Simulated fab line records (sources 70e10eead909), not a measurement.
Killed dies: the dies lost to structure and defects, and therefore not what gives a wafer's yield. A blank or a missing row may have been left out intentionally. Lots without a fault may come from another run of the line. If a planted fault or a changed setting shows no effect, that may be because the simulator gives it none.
fab line records + flow nand-harc
record
- lots=13
- wafers=39
- last-day=33
route steps=1302 shown P_M0@275 THIN_TSV@1270 END@1302
lots that met no fault: taken from a fault-free run of the same line
start-h: the number of hours between the record's first day and the start of the first shown wafer of the lot + wait-h: how many hours have passed since the lot's step before this one + " identical to the entry in the row above + L1.1+2: a row that stands for several wafers + - either no value or no given start + * or withheld: withheld + < > ~ a bound
route shown NAME@n: names a module that has steps shown in the file, with the first one's number in the route + usual: the fault-free wafers' mean and standard deviation + same: alike in all rows + chamber/n: place in a boat + sites: per-site readings + _std_site: how widely they spread, as a standard deviation + _edge_site: outer sites' mean less inner sites' + radius-mm: how far each site lies from the wafer's centre + mask NAME#n: copy n + behind: the last tool/chamber to shape the wafer + hold: cause of the lot's hold/its duration in hours/its outcome + device: which transistor (n, p or np) failed to switch + end of line: the route-end tests of the same wafers + step lacking rows: just its recipe + killed: the dies lost at the first sort to structure and to defects; this is not the yield of the wafer + map: a wafer's dies, x killed, . not, _ none there
set.NAME: the setting the step ran with; set.NAME@STEP: the setting that earlier step ran with + model.NAME: the simulator's own value behind a step, which no gauge read
a sample of lots followed through the steps of the route, with each step as a table and each wafer as a row
services: when a tool's chamber went out of use (start-h, in hours from the record's first day, below 0 if earlier), for how many hours, and the reason
## steps
# step NHARC_P_M0_PVD_21
# recipe
- target-thk-a=300
- chamber-pressure-pa=5
- power-w=5000
- substrate-temp-c=30
- time-s=20.49
- material=Cu
# usual
- throttle-valve-pct=30.2/0.82
| lot.wafer | tool           | chamber | start-h | wait-h | throttle-valve-pct |
|-----------|----------------|---------|---------|--------|--------------------|
| L262.3    | pvd-sputter-03 | -       | 132.31  | -      | 30.2               |
| L262.4    | "              | -       | "       | "      | 30.5               |
| L262.2    | "              | -       | "       | "      | 30.5               |
| L263.1    | pvd-sputter-01 | -       | 142.80  | -      | 31.0               |
| L263.2    | "              | -       | "       | "      | 29.2               |
| L263.3    | "              | -       | "       | "      | 31.9               |
| L264.4    | pvd-sputter-03 | -       | 155.63  | -      | 30.6               |
| L264.1    | "              | -       | "       | "      | 30.5               |
| L264.5    | "              | -       | "       | "      | 30.2               |
| L269.1    | pvd-sputter-03 | -       | 204.98  | -      | 30.5               |
| L269.4    | "              | -       | "       | "      | 30.6               |
| L269.6    | "              | -       | "       | "      | 30.2               |
| L272.2    | pvd-sputter-02 | -       | 232.56  | -      | 30.3               |
| L272.6    | "              | -       | "       | "      | 28.8               |
| L272.5    | "              | -       | "       | "      | 30.1               |
| L276.1    | pvd-sputter-01 | -       | 277.51  | -      | 30.7               |
| L276.3    | "              | -       | "       | "      | 31.2               |
| L276.4    | "              | -       | "       | "      | 31.5               |
| L277.4    | pvd-sputter-02 | -       | 297.60  | -      | 29.9               |
| L277.6    | "              | -       | "       | "      | 29.7               |
| L277.5    | "              | -       | "       | "      | 30.0               |
| L279.4    | pvd-sputter-03 | -       | 313.55  | -      | 31.0               |
| L279.2    | "              | -       | "       | "      | 30.3               |
| L279.6    | "              | -       | "       | "      | 31.0               |
| L281.2    | pvd-sputter-03 | -       | 324.60  | -      | 31.2               |
| L281.6    | "              | -       | "       | "      | 31.1               |
| L281.5    | "              | -       | "       | "      | 30.9               |
| L282.1    | pvd-sputter-01 | -       | 325.52  | -      | 28.8               |
| L282.4    | "              | -       | "       | "      | 30.9               |
| L282.5    | "              | -       | "       | "      | 28.9               |
| L280.1    | pvd-sputter-02 | -       | 330.68  | -      | 29.9               |
| L280.5    | "              | -       | "       | "      | 30.0               |
| L280.6    | "              | -       | "       | "      | 30.1               |
| L283.1    | pvd-sputter-02 | -       | 339.96  | -      | 30.7               |
| L283.5    | "              | -       | "       | "      | 29.7               |
| L283.6    | "              | -       | "       | "      | 29.9               |
| L284.2    | pvd-sputter-01 | -       | 351.24  | -      | 31.4               |
| L284.1    | "              | -       | "       | "      | 28.8               |
| L284.6    | "              | -       | "       | "      | 31.6               |
# step NHARC_THIN_TSV_DEGAS_49
# recipe
- temp-c=300
- time-s=120
# usual
- heater-power-w=458/20
| lot.wafer | tool           | chamber | start-h | wait-h | heater-power-w |
|-----------|----------------|---------|---------|--------|----------------|
| L262.3    | pvd-sputter-02 | -       | 582.43  | 0.1    | 456            |
| L262.2    | "              | -       | "       | "      | 470            |
| L262.4    | "              | -       | "       | "      | 502            |
| L264.4    | pvd-sputter-01 | -       | 584.80  | 0.1    | 430            |
| L264.1    | "              | -       | "       | "      | 459            |
| L264.5    | "              | -       | "       | "      | 417            |
| L263.1    | pvd-sputter-03 | -       | 591.69  | 0.1    | 487            |
| L263.3    | "              | -       | "       | "      | 466            |
| L263.2    | "              | -       | "       | "      | 461            |
| L269.1    | pvd-sputter-03 | -       | 623.59  | 0.2    | 442            |
| L269.4    | "              | -       | "       | "      | 456            |
| L269.6    | "              | -       | "       | "      | 480            |
| L272.2    | pvd-sputter-01 | -       | 657.56  | 0.2    | 431            |
| L272.6    | "              | -       | "       | "      | 435            |
| L272.5    | "              | -       | "       | "      | 450            |
| L276.1    | pvd-sputter-03 | -       | 696.17  | 0.1    | 478            |
| L276.3    | "              | -       | "       | "      | 466            |
| L276.4    | "              | -       | "       | "      | 445            |
| L277.4    | pvd-sputter-02 | -       | 732.00  | 0.1    | 499            |
| L277.6    | "              | -       | "       | "      | 460            |
| L277.5    | "              | -       | "       | "      | 463            |
| L279.2    | pvd-sputter-03 | -       | 739.80  | 0.1    | 474            |
| L279.4    | "              | -       | "       | "      | 434            |
| L279.6    | "              | -       | "       | "      | 460            |
| L282.1    | pvd-sputter-01 | -       | 749.28  | 0.1    | 454            |
| L282.4    | "              | -       | "       | "      | 434            |
| L282.5    | "              | -       | "       | "      | 432            |
| L281.2    | pvd-sputter-03 | -       | 750.54  | 0.2    | 449            |
| L281.5    | "              | -       | "       | "      | 435            |
| L281.6    | "              | -       | "       | "      | 438            |
| L283.1    | pvd-sputter-01 | -       | 760.43  | 0.2    | 423            |
| L283.5    | "              | -       | "       | "      | 457            |
| L283.6    | "              | -       | "       | "      | 436            |
| L280.1    | pvd-sputter-02 | -       | 761.67  | 0.2    | 502            |
| L280.5    | "              | -       | "       | "      | 464            |
| L280.6    | "              | -       | "       | "      | 468            |
| L284.2    | pvd-sputter-02 | -       | 774.85  | 0.1    | 499            |
| L284.1    | "              | -       | "       | "      | 472            |
| L284.6    | "              | -       | "       | "      | 464            |
# step NHARC_THIN_TSV_DEGAS_53
# recipe
- temp-c=300
- time-s=60
# usual
- heater-power-w=459/21
| lot.wafer | tool           | chamber | start-h | wait-h | heater-power-w |
|-----------|----------------|---------|---------|--------|----------------|
| L262.2    | pvd-sputter-02 | -       | 584.42  | 0.1    | 440            |
| L262.3    | "              | -       | "       | "      | 469            |
| L262.4    | "              | -       | "       | "      | 511            |
| L264.4    | pvd-sputter-03 | -       | 586.82  | 0.1    | 456            |
| L264.1    | "              | -       | "       | "      | 460            |
| L264.5    | "              | -       | "       | "      | 448            |
| L263.3    | pvd-sputter-02 | -       | 593.68  | 0.1    | 436            |
| L263.2    | "              | -       | "       | "      | 519            |
| L263.1    | "              | -       | "       | "      | 442            |
| L269.1    | pvd-sputter-02 | -       | 625.58  | 0.1    | 460            |
| L269.4    | "              | -       | "       | "      | 441            |
| L269.6    | "              | -       | "       | "      | 463            |
| L272.2    | pvd-sputter-03 | -       | 659.51  | 0.1    | 431            |
| L272.6    | "              | -       | "       | "      | 450            |
| L272.5    | "              | -       | "       | "      | 466            |
| L276.4    | pvd-sputter-03 | -       | 698.15  | 0.1    | 449            |
| L276.3    | "              | -       | "       | "      | 457            |
| L276.1    | "              | -       | "       | "      | 469            |
| L277.4    | pvd-sputter-03 | -       | 733.99  | 0.1    | 476            |
| L277.5    | "              | -       | "       | "      | 459            |
| L277.6    | "              | -       | "       | "      | 439            |
| L279.2    | pvd-sputter-01 | -       | 741.79  | 0.1    | 422            |
| L279.4    | "              | -       | "       | "      | 460            |
| L279.6    | "              | -       | "       | "      | 435            |
| L282.1    | pvd-sputter-03 | -       | 751.26  | 0.1    | 455            |
| L282.4    | "              | -       | "       | "      | 440            |
| L282.5    | "              | -       | "       | "      | 453            |
| L281.2    | pvd-sputter-01 | -       | 752.52  | 0.1    | 450            |
| L281.5    | "              | -       | "       | "      | 442            |
| L281.6    | "              | -       | "       | "      | 438            |
| L283.1    | pvd-sputter-03 | -       | 762.39  | 0.1    | 453            |
| L283.5    | "              | -       | "       | "      | 454            |
| L283.6    | "              | -       | "       | "      | 448            |
| L280.1    | pvd-sputter-03 | -       | 763.93  | 0.1    | 478            |
| L280.5    | "              | -       | "       | "      | 474            |
| L280.6    | "              | -       | "       | "      | 434            |
| L284.1    | pvd-sputter-03 | -       | 776.85  | 0.1    | 449            |
| L284.2    | "              | -       | "       | "      | 469            |
| L284.6    | "              | -       | "       | "      | 446            |
# step NHARC_THIN_TSV_PRE_CLEAN_54
# recipe
- time-s=30
- temp-c=280
- gas=H2/He
# usual
- heater-power-w=403/19
| lot.wafer | tool           | chamber | start-h | wait-h | heater-power-w |
|-----------|----------------|---------|---------|--------|----------------|
| L262.4    | pvd-sputter-02 | -       | 584.50  | 0.0    | 408            |
| L262.2    | "              | -       | "       | "      | 402            |
| L262.3    | "              | -       | "       | "      | 460            |
| L264.4    | pvd-sputter-03 | -       | 586.90  | 0.1    | 398            |
| L264.1    | "              | -       | "       | "      | 411            |
| L264.5    | "              | -       | "       | "      | 393            |
| L263.2    | pvd-sputter-02 | -       | 593.76  | 0.0    | 390            |
| L263.3    | "              | -       | "       | "      | 412            |
| L263.1    | "              | -       | "       | "      | 401            |
| L269.1    | pvd-sputter-02 | -       | 625.65  | 0.1    | 387            |
| L269.4    | "              | -       | "       | "      | 397            |
| L269.6    | "              | -       | "       | "      | 416            |
| L272.2    | pvd-sputter-03 | -       | 659.60  | 0.1    | 394            |
| L272.5    | "              | -       | "       | "      | 410            |
| L272.6    | "              | -       | "       | "      | 389            |
| L276.3    | pvd-sputter-03 | -       | 698.24  | 0.1    | 402            |
| L276.1    | "              | -       | "       | "      | 423            |
| L276.4    | "              | -       | "       | "      | 404            |
| L277.4    | pvd-sputter-03 | -       | 734.05  | 0.0    | 408            |
| L277.5    | "              | -       | "       | "      | 422            |
| L277.6    | "              | -       | "       | "      | 409            |
| L279.2    | pvd-sputter-01 | -       | 741.86  | 0.1    | 387            |
| L279.4    | "              | -       | "       | "      | 376            |
| L279.6    | "              | -       | "       | "      | 373            |
| L282.1    | pvd-sputter-03 | -       | 751.33  | 0.1    | 419            |
| L282.4    | "              | -       | "       | "      | 396            |
| L282.5    | "              | -       | "       | "      | 415            |
| L281.2    | pvd-sputter-01 | -       | 752.63  | 0.1    | 397            |
| L281.5    | "              | -       | "       | "      | 388            |
| L281.6    | "              | -       | "       | "      | 410            |
| L283.1    | pvd-sputter-03 | -       | 762.46  | 0.1    | 415            |
| L283.6    | "              | -       | "       | "      | 409            |
| L283.5    | "              | -       | "       | "      | 398            |
| L280.1    | pvd-sputter-03 | -       | 764.01  | 0.1    | 423            |
| L280.6    | "              | -       | "       | "      | 403            |
| L280.5    | "              | -       | "       | "      | 417            |
| L284.2    | pvd-sputter-03 | -       | 776.91  | 0.0    | 396            |
| L284.1    | "              | -       | "       | "      | 428            |
| L284.6    | "              | -       | "       | "      | 389            |
# step NHARC_END_SORT_01
# recipe
- temp-c=25
# usual
- defect-limited-yield=91.5/2.4
- killed-at-array=52/16
- killed-at-other=0.8/1.1
- killed-at-periphery=4.2/2.5
- killed-dies=57/16
- killed-open=3.4/2
- killed-short=2.6/1.6
- sort_bin_2_pct=3.0/1.1
- sort_bin_3_pct=0.6/0.31
- sort_bin_4_pct=4.8/1.4
- sort-n-pass=620/16
- sort-rim-yield-pct=90/4.8
- sort-yield-pct=91.5/2.4
# same
- gross-dies=677
- sort_bin_5_pct[%]=0
- sort_bin_6_pct[%]=0
- sort_bin_7_pct[%]=0
- sort_bin_8_pct[%]=0
- sort-rim-n-gross=106.00
| lot.wafer | tool      | chamber | start-h | wait-h | defect-limited-yield[%] | killed-at-array | killed-at-other | killed-at-periphery | killed-dies | killed-open | killed-short | sort_bin_2_pct[%] | sort_bin_3_pct[%] | sort_bin_4_pct[%] | sort-n-pass | sort-rim-yield-pct[%] | sort-yield-pct[%] |
|-----------|-----------|---------|---------|--------|-------------------------|-----------------|-----------------|---------------------|-------------|-------------|--------------|-------------------|-------------------|-------------------|-------------|-----------------------|-------------------|
| L264.1    | prober-02 | 0       | 594.66  | 2.5    | 93.2                    | 45              | 0               | 1                   | 46          | 2           | 3            | 2.4               | 0.1               | 4.3               | 631         | 100                   | 93.2              |
| L264.4    | prober-02 | 0       | 597.06  | 3.4    | 94.7                    | 31              | 0               | 5                   | 36          | 2           | 6            | 1.2               | 0.7               | 3.4               | 641         | 92                    | 94.7              |
| L264.5    | prober-02 | 0       | 597.86  | 3.7    | 93.1                    | 42              | 0               | 5                   | 47          | 0           | 2            | 3.0               | 0.3               | 3.7               | 630         | 97                    | 93.1              |
| L262.2    | prober-01 | 0       | 595.53  | 2.8    | 94.2                    | 34              | 2               | 3                   | 39          | 4           | 0            | 2.2               | 1.2               | 2.4               | 638         | 92                    | 94.2              |
| L262.3    | prober-01 | 0       | 596.34  | 3.1    | 90.0                    | 61              | 2               | 5                   | 68          | 2           | 1            | 4.1               | 1.0               | 4.9               | 609         | 95                    | 90.0              |
| L262.4    | prober-01 | 0       | 597.15  | 3.4    | 93.9                    | 36              | 1               | 4                   | 41          | 2           | 3            | 2.5               | 0.1               | 3.4               | 636         | 90                    | 93.9              |
| L269.1    | prober-02 | 0       | 634.31  | 2.5    | 90.3                    | 58              | 5               | 3                   | 66          | 3           | 3            | 3.2               | 0.3               | 6.2               | 611         | 90                    | 90.3              |
| L269.4    | prober-02 | 0       | 636.68  | 3.4    | 92.5                    | 42              | 5               | 4                   | 51          | 3           | 2            | 2.1               | 0.6               | 4.9               | 626         | 90                    | 92.5              |
| L269.6    | prober-02 | 0       | 638.26  | 4.0    | 92.0                    | 45              | 4               | 5                   | 54          | 7           | 6            | 2.8               | 1.0               | 4.1               | 623         | 88                    | 92.0              |
| L272.2    | prober-01 | 0       | 669.38  | 2.8    | 93.1                    | 46              | 0               | 1                   | 47          | 2           | 2            | 2.5               | 0.6               | 3.8               | 630         | 90                    | 93.1              |
| L272.5    | prober-01 | 0       | 671.79  | 3.7    | 92.0                    | 47              | 3               | 4                   | 54          | 2           | 1            | 3.0               | 0.6               | 4.4               | 623         | 90                    | 92.0              |
| L272.6    | prober-01 | 0       | 672.59  | 4.0    | 78.3                    | 56              | 0               | 91                  | 147         | 3           | 2            | 9.0               | 5.0               | 7.7               | 530         | 79                    | 78.3              |
| L283.1    | prober-02 | 0       | 773.76  | 2.5    | 91.4                    | 55              | 0               | 3                   | 58          | 4           | 2            | 2.2               | 0.7               | 5.6               | 619         | 90                    | 91.4              |
| L283.5    | prober-02 | 0       | 776.95  | 3.7    | 89.5                    | 65              | 0               | 6                   | 71          | 4           | 1            | 3.5               | 0.4               | 6.5               | 606         | 87                    | 89.5              |
| L283.6    | prober-02 | 0       | 777.75  | 4.0    | 89.2                    | 68              | 0               | 5                   | 73          | 2           | 4            | 3.1               | 0.7               | 6.9               | 604         | 89                    | 89.2              |
# killed by level:class
L264.1 A_CHANNEL_HOLE_D2:chamber-film-flake=31 A_CHANNEL_FILL_D2:geometric-particle:short=2 A_DECK1_JOINT:chamber-film-flake=2 A_SLIT:chamber-film-flake=2 A_CONTACT:chamber-film-flake=2 A_DECK1_JOINT:geometric-particle:open=1 A_ONON_D2:geometric-particle:short=1 A_CONTACT:geometric-particle:open=1
L262.2 A_CHANNEL_HOLE_D1:chamber-film-flake=16 A_CHANNEL_HOLE_D2:chamber-film-flake=12 P_GATE:chamber-film-flake=2 THIN_TSV:chamber-film-flake=2 P_M2:geometric-particle:open=1 A_CHANNEL_FILL_D1:geometric-particle:open=1 A_CONTACT:geometric-particle:open=1 A_BLC:geometric-particle:open=1
L262.3 A_CHANNEL_HOLE_D2:chamber-film-flake=23 A_CHANNEL_HOLE_D1:chamber-film-flake=21 P_GATE:chamber-film-flake=4 A_BONDPAD:chamber-film-flake=3 A_STAIRCASE:chamber-film-flake=3 A_CHANNEL_FILL_D1:chamber-film-flake=2 A_WL_FILL:chamber-film-flake=2 A_CONTACT:chamber-film-flake=2
L264.4 A_CHANNEL_HOLE_D2:chamber-film-flake=21 P_GATE:chamber-film-flake=3 A_CHANNEL_FILL_D2:geometric-particle:short=2 A_CHANNEL_HOLE_D1:chamber-film-flake=2 P_CONTACT:geometric-particle:short=1 P_M0:geometric-particle:short=1 A_SGD_CUT:geometric-particle:short=1 A_SGD_CUT:geometric-particle:open=1
L262.4 A_CHANNEL_HOLE_D2:chamber-film-flake=14 A_CHANNEL_HOLE_D1:chamber-film-flake=13 P_GATE:chamber-film-flake=3 A_STAIRCASE:chamber-film-flake=2 P_CONTACT:geometric-particle:open=1 A_ONON_D1:geometric-particle:short=1 A_CHANNEL_FILL_D1:geometric-particle:short=1 A_DECK1_JOINT:geometric-particle:short=1
L264.5 A_CHANNEL_HOLE_D2:chamber-film-flake=30 A_CONTACT:chamber-film-flake=4 P_GATE:chamber-film-flake=3 A_CHANNEL_HOLE_D1:chamber-film-flake=2 A_WL_FILL:chamber-film-flake=2 A_CONTACT:unspecified=2 P_CONTACT:geometric-particle:short=1 A_WL_FILL:geometric-particle:short=1
L269.1 A_CHANNEL_HOLE_D1:chamber-film-flake=32 A_CHANNEL_HOLE_D2:chamber-film-flake=12 THIN_TSV:chamber-film-flake=5 A_STAIRCASE:chamber-film-flake=4 A_CHANNEL_FILL_D2:geometric-particle:short=3 A_CONTACT:chamber-film-flake=3 A_DECK1_JOINT:geometric-particle:open=2 A_CHANNEL_FILL_D2:geometric-particle:open=1
L269.4 A_CHANNEL_HOLE_D1:chamber-film-flake=18 A_CHANNEL_HOLE_D2:chamber-film-flake=8 THIN_TSV:chamber-film-flake=5 A_CONTACT:chamber-film-flake=4 A_STAIRCASE:chamber-film-flake=4 P_GATE:geometric-particle:open=2 P_STI:chamber-film-flake=2 A_SLIT:chamber-film-flake=2
L269.6 A_CHANNEL_HOLE_D1:chamber-film-flake=20 A_CHANNEL_HOLE_D2:chamber-film-flake=8 A_STAIRCASE:chamber-film-flake=4 THIN_TSV:chamber-film-flake=4 A_CHANNEL_FILL_D1:chamber-film-flake=3 A_CHANNEL_FILL_D2:geometric-particle:short=2 A_BLC:geometric-particle:open=2 P_STI:geometric-particle:short=1
L272.2 A_SLIT:chamber-film-flake=21 A_CHANNEL_HOLE_D2:chamber-film-flake=11 A_CHANNEL_HOLE_D1:chamber-film-flake=3 A_WL_FILL:chamber-film-flake=3 A_WL_FILL:geometric-particle:short=2 A_STAIRCASE:chamber-film-flake=2 A_BLC:geometric-particle:open=1 A_M0:geometric-particle:open=1
L272.5 A_SLIT:chamber-film-flake=23 A_CHANNEL_HOLE_D2:chamber-film-flake=11 A_STAIRCASE:chamber-film-flake=4 P_CONTACT:chamber-film-flake=3 A_CHANNEL_HOLE_D1:chamber-film-flake=3 THIN_TSV:chamber-film-flake=3 A_CONTACT:chamber-film-flake=2 A_WL_FILL:geometric-particle:open=1
L272.6 P_M0:unspecified=82 A_SLIT:chamber-film-flake=32 A_CHANNEL_HOLE_D2:chamber-film-flake=7 A_STAIRCASE:chamber-film-flake=5 P_BONDPAD:chamber-film-flake=3 A_WL_FILL:chamber-film-flake=3 P_STI:chamber-film-flake=2 A_CHANNEL_HOLE_D1:chamber-film-flake=2
L283.1 A_SLIT:chamber-film-flake=33 A_CONTACT:chamber-film-flake=7 A_CHANNEL_HOLE_D1:chamber-film-flake=6 P_STI:chamber-film-flake=2 A_M0:chamber-film-flake=2 P_GATE:geometric-particle:short=1 A_CHANNEL_FILL_D1:geometric-particle:open=1 A_ONON_D2:geometric-particle:open=1
L283.5 A_SLIT:chamber-film-flake=27 A_CONTACT:chamber-film-flake=16 A_CHANNEL_HOLE_D1:chamber-film-flake=13 P_STI:chamber-film-flake=4 A_CHANNEL_FILL_D1:chamber-film-flake=3 P_GATE:geometric-particle:open=1 A_ONON_D1:geometric-particle:open=1 A_CHANNEL_HOLE_D1:geometric-particle:open=1
L283.6 A_SLIT:chamber-film-flake=32 A_CONTACT:chamber-film-flake=16 A_CHANNEL_HOLE_D1:chamber-film-flake=10 P_STI:chamber-film-flake=3 A_CHANNEL_HOLE_D1:geometric-particle:open=1 A_ONON_D2:geometric-particle:short=1 A_CHANNEL_FILL_D2:geometric-particle:short=1 A_WL_FILL:geometric-particle:short=1
## services
| tool           | chamber | start-h | hours | kind   |
|----------------|---------|---------|-------|--------|
| pvd-sputter-02 | -       | 110.24  | 3.1   | repair |
| pvd-sputter-01 | -       | 182.99  | 2.2   | repair |
| pvd-sputter-01 | -       | 192.31  | 41.4  | repair |
| pvd-sputter-03 | -       | 206.35  | 10.0  | pm     |
| pvd-sputter-02 | -       | 279.16  | 7.2   | repair |
| pvd-sputter-02 | -       | 286.37  | 10.0  | pm     |
| pvd-sputter-03 | -       | 384.35  | 10.0  | pm     |
| pvd-sputter-01 | -       | 411.66  | 10.0  | pm     |
| pvd-sputter-03 | -       | 440.90  | 3.2   | repair |
| pvd-sputter-02 | -       | 446.34  | 3.4   | repair |
| pvd-sputter-03 | -       | 463.63  | 6.8   | repair |
| pvd-sputter-02 | -       | 464.37  | 10.0  | pm     |
| pvd-sputter-03 | -       | 509.83  | 10.9  | repair |
| pvd-sputter-02 | -       | 520.80  | 1.1   | repair |
| pvd-sputter-03 | -       | 562.35  | 10.0  | pm     |
| pvd-sputter-01 | -       | 589.66  | 10.0  | pm     |
| pvd-sputter-02 | -       | 642.37  | 10.0  | pm     |
| pvd-sputter-02 | -       | 725.52  | 2.6   | repair |
| pvd-sputter-03 | -       | 740.35  | 10.0  | pm     |
| pvd-sputter-01 | -       | 756.00  | 4.2   | repair |
| pvd-sputter-01 | -       | 767.66  | 10.0  | pm     |
## key
first-sign
- step=NHARC_END_SORT_01
- reading=killed-at-periphery
- direction=up
- sigmas=34
- usual=4.2
- struck=91
effect
- step=NHARC_END_SORT_01
- reading=killed-dies
- direction=up
- sigmas=5.6
- usual=57
- struck=147
more-kills-born-at
- NHARC_P_M0_PVD_21@pvd-sputter-02=82
met-at NHARC_P_M0_PVD_21
struck-lots L272
struck-wafers L272.6
not-acting-at NHARC_THIN_TSV_DEGAS_49,NHARC_THIN_TSV_DEGAS_53,NHARC_THIN_TSV_PRE_CLEAN_54
fault
- kind=chamber-particle-source
- tool=pvd-sputter-02
- chamber=-
- onset-h=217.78
- steps=NHARC_P_M0_PVD_21
- rate-per-visit-cm2=1.2131
- end-h=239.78
- scope=struck-wafers-only
